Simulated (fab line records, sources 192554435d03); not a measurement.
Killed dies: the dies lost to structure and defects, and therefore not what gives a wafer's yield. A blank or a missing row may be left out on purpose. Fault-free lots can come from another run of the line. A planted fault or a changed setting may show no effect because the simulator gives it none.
Lot-split experiment / flow n5 finfet / 21 wafers read across 7 lots, on a route 1938 steps long

ABOUT THE SPLIT
At N5_MOL_CONTACT_COAG_EXPOSE_05 (exposes mask CA, defocus 0 nm), the setting dose mj was moved away from the recipe's 38.25 on 13 of the 21 wafers read, by -6.1% to +5.6%. All remaining wafers had this setting at the recipe value.

FROM THE SPLIT TO THE READING: what the file shows between them, 3 steps
- N5_MOL_CONTACT_COAG_PEB_06: peb time 60 s
- N5_MOL_CONTACT_COAG_DEVELOP_07: develop time 30 s
- N5_MOL_CONTACT_COAG_DESCUM_13: chemistry O2, time 7 s

THE READING
MOL_CONTACT_COAG.cd offset nm (the simulator's own value, which no gauge read), in nm, at N5_MOL_CONTACT_COAG_ETCH_59 (etches underlayer in N2/H2, target depth 13 nm, time 10.4 s). There is no usual value for it anywhere in the file. Here, 8 wafers ran the recipe; their average is -0.1 nm with a standard deviation of 0.17 nm.

wafer=L074.2; tool, chamber at the split=euv scanner-01, 0; dose mj as run=40.1; against the recipe=+4.8%; MOL_CONTACT_COAG.cd offset nm, nm=0.8; against lot-mates on the recipe=no lot-mate on the recipe
wafer=L074.3; tool, chamber at the split=euv scanner-01, 0; dose mj as run=40.1; against the recipe=+4.8%; MOL_CONTACT_COAG.cd offset nm, nm=0.8; against lot-mates on the recipe=no lot-mate on the recipe
wafer=L074.6; tool, chamber at the split=euv scanner-01, 0; dose mj as run=40.1; against the recipe=+4.8%; MOL_CONTACT_COAG.cd offset nm, nm=0.6; against lot-mates on the recipe=no lot-mate on the recipe
wafer=L075.1; tool, chamber at the split=euv scanner-01, 0; dose mj as run=38.25; against the recipe=recipe; MOL_CONTACT_COAG.cd offset nm, nm=0; against lot-mates on the recipe=-
wafer=L075.6; tool, chamber at the split=euv scanner-01, 0; dose mj as run=38.25; against the recipe=recipe; MOL_CONTACT_COAG.cd offset nm, nm=0; against lot-mates on the recipe=-
wafer=L075.4; tool, chamber at the split=euv scanner-01, 0; dose mj as run=38.25; against the recipe=recipe; MOL_CONTACT_COAG.cd offset nm, nm=-0.2; against lot-mates on the recipe=-
wafer=L086.3; tool, chamber at the split=euv scanner-01, 0; dose mj as run=38.25; against the recipe=recipe; MOL_CONTACT_COAG.cd offset nm, nm=0; against lot-mates on the recipe=-
wafer=L086.5; tool, chamber at the split=euv scanner-01, 0; dose mj as run=40.05; against the recipe=+4.7%; MOL_CONTACT_COAG.cd offset nm, nm=1; against lot-mates on the recipe=+1.0
wafer=L086.6; tool, chamber at the split=euv scanner-01, 0; dose mj as run=40.05; against the recipe=+4.7%; MOL_CONTACT_COAG.cd offset nm, nm=1; against lot-mates on the recipe=+1.0
wafer=L088.2; tool, chamber at the split=euv scanner-01, 0; dose mj as run=35.93; against the recipe=-6.1%; MOL_CONTACT_COAG.cd offset nm, nm=-1.2; against lot-mates on the recipe=no lot-mate on the recipe
wafer=L088.3; tool, chamber at the split=euv scanner-01, 0; dose mj as run=35.93; against the recipe=-6.1%; MOL_CONTACT_COAG.cd offset nm, nm=-1.4; against lot-mates on the recipe=no lot-mate on the recipe
wafer=L088.6; tool, chamber at the split=euv scanner-01, 0; dose mj as run=35.93; against the recipe=-6.1%; MOL_CONTACT_COAG.cd offset nm, nm=-1.4; against lot-mates on the recipe=no lot-mate on the recipe
wafer=L089.1; tool, chamber at the split=euv scanner-02, 0; dose mj as run=38.25; against the recipe=recipe; MOL_CONTACT_COAG.cd offset nm, nm=-0.4; against lot-mates on the recipe=-
wafer=L089.4; tool, chamber at the split=euv scanner-02, 0; dose mj as run=38.25; against the recipe=recipe; MOL_CONTACT_COAG.cd offset nm, nm=-0.2; against lot-mates on the recipe=-
wafer=L089.6; tool, chamber at the split=euv scanner-02, 0; dose mj as run=38.25; against the recipe=recipe; MOL_CONTACT_COAG.cd offset nm, nm=0; against lot-mates on the recipe=-
wafer=L095.1; tool, chamber at the split=euv scanner-02, 0; dose mj as run=38.25; against the recipe=recipe; MOL_CONTACT_COAG.cd offset nm, nm=0.2; against lot-mates on the recipe=-
wafer=L095.3; tool, chamber at the split=euv scanner-02, 0; dose mj as run=40.4; against the recipe=+5.6%; MOL_CONTACT_COAG.cd offset nm, nm=0.8; against lot-mates on the recipe=+0.6
wafer=L095.4; tool, chamber at the split=euv scanner-02, 0; dose mj as run=40.4; against the recipe=+5.6%; MOL_CONTACT_COAG.cd offset nm, nm=1; against lot-mates on the recipe=+0.8
wafer=L096.1; tool, chamber at the split=euv scanner-01, 0; dose mj as run=36.89; against the recipe=-3.6%; MOL_CONTACT_COAG.cd offset nm, nm=-0.8; against lot-mates on the recipe=no lot-mate on the recipe
wafer=L096.6; tool, chamber at the split=euv scanner-01, 0; dose mj as run=36.89; against the recipe=-3.6%; MOL_CONTACT_COAG.cd offset nm, nm=-0.8; against lot-mates on the recipe=no lot-mate on the recipe
wafer=L096.2; tool, chamber at the split=euv scanner-01, 0; dose mj as run=36.89; against the recipe=-3.6%; MOL_CONTACT_COAG.cd offset nm, nm=-1; against lot-mates on the recipe=no lot-mate on the recipe

THE FIT
A straight line over all 21 wafers: MOL_CONTACT_COAG.cd offset nm changes by +0.198 nm for each +1% of dose mj; r = +0.98; the points scatter about the line by 0.16 nm.
The same after taking each lot's own level away (the mean of its wafers on the recipe; 12 wafers): +0.159 nm for each +1%; r = +0.92; scatter 0.18 nm.
The reading moves by 0.96 nm for the largest change in dose mj, on that fit.
The lots' own levels span -0.20 to 0.20 nm, that is 2.3 times the standard deviation above.
Thus the slope moves with the lot-to-lot level: the two fits are different.
Check: +1.03 nm against its lot-mates is what the line predicts for one of the wafers moved furthest among these (+5.6%) when that wafer is left out of the fit. It came out at +0.6 nm against them.

FURTHER SPLITS ON THESE WAFERS
Other splits were also applied to these wafers ahead of the reading. Each is held against what the fit with the lots' levels taken away leaves over:
other split on the same wafers=N5_PMOS_HMC_CHANNEL_EPI_PEB_07 peb time s; wafers away from the commonest value=7; r with MOL_CONTACT_COAG.cd offset nm (lot level and that fit taken away)=-0.58
other split on the same wafers=N5_PMOS_HMC_CHANNEL_EPI_DESCUM_14 time s; wafers away from the commonest value=10; r with MOL_CONTACT_COAG.cd offset nm (lot level and that fit taken away)=-0.15
other split on the same wafers=N5_FIN_CUT_EXPOSE_05 dose mj; wafers away from the commonest value=10; r with MOL_CONTACT_COAG.cd offset nm (lot level and that fit taken away)=-0.57
other split on the same wafers=N5_DUMMY_GATE_COAT_28 spin rpm; wafers away from the commonest value=4; r with MOL_CONTACT_COAG.cd offset nm (lot level and that fit taken away)=-0.77
other split on the same wafers=N5_SD_EPI_N_ETCH_35 time s; wafers away from the commonest value=8; r with MOL_CONTACT_COAG.cd offset nm (lot level and that fit taken away)=+0.60
other split on the same wafers=N5_SDB_EXPOSE_08 dose mj; wafers away from the commonest value=9; r with MOL_CONTACT_COAG.cd offset nm (lot level and that fit taken away)=+0.20

THE FILE'S OWN FIT
MOL_CONTACT_COAG.cd offset nm changes by +0.161 nm for each +1% of dose mj, r = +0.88.
